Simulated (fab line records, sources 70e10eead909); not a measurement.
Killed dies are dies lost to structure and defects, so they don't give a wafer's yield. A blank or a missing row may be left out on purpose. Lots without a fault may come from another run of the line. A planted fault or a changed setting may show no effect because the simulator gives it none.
A struck lot beside a sound one | flow nand_harc | 13 steps out of a route of 1302
Sound: wafers L742.1, L742.2, L742.5. Struck: wafer L751.6. (L751.3, L751.5 of the same lot were not struck and are left out.) The cause comes at the end.
At each step with rows: each side's tool, then ch and its chambers, then its first start. Under that, the readings that differ: sound wafers | struck wafers | difference of the means | sigmas: that difference in standard deviations of wafers without a fault.
alike: readings whose means differ by less than 2 such deviations, and words and numbers that are the same on both sides. not compared: withheld readings, readings that some wafer has no value for, bounds like >300 that may hide the same value, and numbers for which the record gives no deviation and whose values overlap.
The two part at a step that has a row with sigmas, a row that says differs or no value, or rows on one side only. Numbers that don't overlap but have no deviation are shown without sigmas and don't part them. A reading that every wafer of one side lacks parts them only if that side has two wafers or more.

NHARC_A_ZERO_WELL_INSPECT_17:
  sound on defect_inspect-02, day 8 08:09; struck on defect_inspect-01, day 12 23:05
  reading          | sound    | struck | difference | sigmas
  raw_defect_count | 27 12 15 | 6      | -12        | -2
then, 3 steps without rows for these wafers: NHARC_A_SOURCE_PLATE_PRECLEAN_00 (cleans in HF-LAST, time 60 s); NHARC_A_SOURCE_PLATE_SRD_01; NHARC_A_SOURCE_PLATE_OXIDE_02 (material SiO2, target thk 10 nm, ox time 1362 s).
NHARC_A_SOURCE_PLATE_THK_MEAS_09: measures by ellipsometry.
  sound on film_metro-01, day 8 17:25; struck on film_metro-02, day 13 05:20
  alike: thk_nm
then, 3 steps without rows for these wafers: NHARC_A_SOURCE_PLATE_PVD_04 (deposits WSi2, target thk 50 nm); NHARC_A_SOURCE_PLATE_CVD_03 (deposits poly-Si, target thk 200 nm, time 4000 s); NHARC_A_SOURCE_PLATE_ANNEAL_05 (time 1800 s).
NHARC_A_SOURCE_PLATE_THK_MEAS_06: measures by ellipsometry.
  sound on film_metro-02, day 9 06:27; struck on film_metro-02, day 13 17:55
  alike: thk_nm
NHARC_A_SOURCE_PLATE_INSPECT_08:
  sound on defect_inspect-01, day 9 06:32; struck on defect_inspect-01, day 13 17:59
  alike: raw_defect_count
NHARC_A_ONON_D1_DEP_00: target thk 1000 nm.
  sound on pecvd_onon-03 ch 0, day 9 06:36; struck on pecvd_onon-01 ch 0, day 13 18:11
  alike: n2_flow_sccm
NHARC_A_ONON_D1_THK_MEAS_02: measures by ellipsometry.
  sound on film_metro-02, day 9 07:07; struck on film_metro-02, day 13 18:35
  reading     | sound       | struck | difference | sigmas
  thk_nm (nm) | 998 998 998 | 834    | -164       | -21
then, 1 step without rows for these wafers: NHARC_A_ONON_D1_DEP_03 (target thk 1000 nm).

WHERE THEY PART
First at NHARC_A_ZERO_WELL_INSPECT_17; last, within this record, at NHARC_A_ONON_D1_THK_MEAS_02.

WHY: what the simulator had put in
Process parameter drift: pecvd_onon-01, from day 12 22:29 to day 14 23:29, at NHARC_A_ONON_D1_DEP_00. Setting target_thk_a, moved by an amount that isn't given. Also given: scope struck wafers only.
